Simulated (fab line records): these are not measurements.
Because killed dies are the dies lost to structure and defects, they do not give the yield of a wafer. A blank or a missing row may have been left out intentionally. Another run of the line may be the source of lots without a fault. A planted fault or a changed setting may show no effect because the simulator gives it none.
A single fault, viewed from 2 desks / flow n5-finfet / each desk holds nothing but its own numbers, with what lay behind them at the end

== THE DEFECT DESK ==
For each lot, the counts of the inspections along the route, averaged over the sampled wafers that have a number. The brackets show how far a lot's mean lies from the usual mean; more than 4 standard deviations puts the lot out of limits, marked OUT.
Columns: A = raw-defect-count at N5_MIM_TOP_LITHO_INSPECT_12, usual 2.0
lot=L260; first seen here=day 12 08:41; A=1.3
lot=L261; first seen here=day 13 04:57; A=2.0
lot=L262; first seen here=day 13 12:44; A=1.7
lot=L263; first seen here=day 13 13:39; A=2.3
lot=L267; first seen here=day 14 10:34; A=1.3
lot=L266; first seen here=day 14 23:50; A=3.0
lot=L270; first seen here=day 15 00:15; A=1.0
lot=L271; first seen here=day 15 04:38; A=2.3
lot=L272; first seen here=day 16 00:23; A=0.0
lot=L274; first seen here=day 16 05:05; A=0.5
lot=L278; first seen here=day 16 23:26; A=0.0
Finding of this desk: none of the 11 lots has anything out of limits.

== AT THE TOOL OWNER'S DESK: rie-diel-02 ==
The tool's own readings at N5_PASSIVATION_PASS_ETCH_74 (etches SiNx in CF4/O2, target depth 220 nm, time 110 s): means of the sampled wafers that have a number, for each lot that ran on this tool. The brackets show how far a lot's mean lies from the usual mean; more than 4 standard deviations puts the lot out of limits, marked OUT. Shown here are 7 of its 8 readings, the ones lying furthest out on some lot.
Columns: A = O2_flow_sccm at N5_PASSIVATION_PASS_ETCH_74, usual 10.00 sccm; B = drypump-motor-current-A at N5_PASSIVATION_PASS_ETCH_74, usual 5.5 A; C = oes_f_703_au at N5_PASSIVATION_PASS_ETCH_74, usual 0.84 a.u.; D = oes_o_777_au at N5_PASSIVATION_PASS_ETCH_74, usual 0.85 a.u.; E = oes-product-au at N5_PASSIVATION_PASS_ETCH_74, usual 0.85 a.u.; F = showerhead-plenum-p-Torr at N5_PASSIVATION_PASS_ETCH_74, usual 2.25 Torr; G = throttle-valve-pct at N5_PASSIVATION_PASS_ETCH_74, usual 15.88 %
lot=L260; first seen here=day 12 11:56; A=10.00; B=5.9; C=0.91; D=0.94; E=0.92; F=2.34; G=15.56
lot=L261; first seen here=day 13 07:53; A=10.02; B=5.9; C=0.88; D=0.88; E=0.88; F=2.33; G=15.68
lot=L263; first seen here=day 13 16:16; A=10.00; B=5.8; C=0.91; D=0.91; E=0.92; F=2.28; G=15.86
lot=L267; first seen here=day 14 13:29; A=10.01; B=5.8; C=0.89; D=0.91; E=0.90; F=2.31; G=15.75
lot=L270; first seen here=day 15 04:01; A=10.04; B=5.8; C=0.85; D=0.85; E=0.98; F=2.27; G=15.88
lot=L272; first seen here=day 16 03:16; A=9.99; B=5.8; C=0.90; D=0.91; E=1.14; F=2.30; G=15.80
lot=L274; first seen here=day 16 12:44; A=10.01; B=5.7; C=0.89; D=0.90; E=1.01; F=2.25; G=15.96
Finding of this desk: none of the 7 lots has anything out of limits.

== TAKEN TOGETHER ==
Nothing out of limits was seen by the defect desk.
The desk of the tool owner found nothing out of limits.

== WHAT THE SIMULATOR HAD PUT IN ==
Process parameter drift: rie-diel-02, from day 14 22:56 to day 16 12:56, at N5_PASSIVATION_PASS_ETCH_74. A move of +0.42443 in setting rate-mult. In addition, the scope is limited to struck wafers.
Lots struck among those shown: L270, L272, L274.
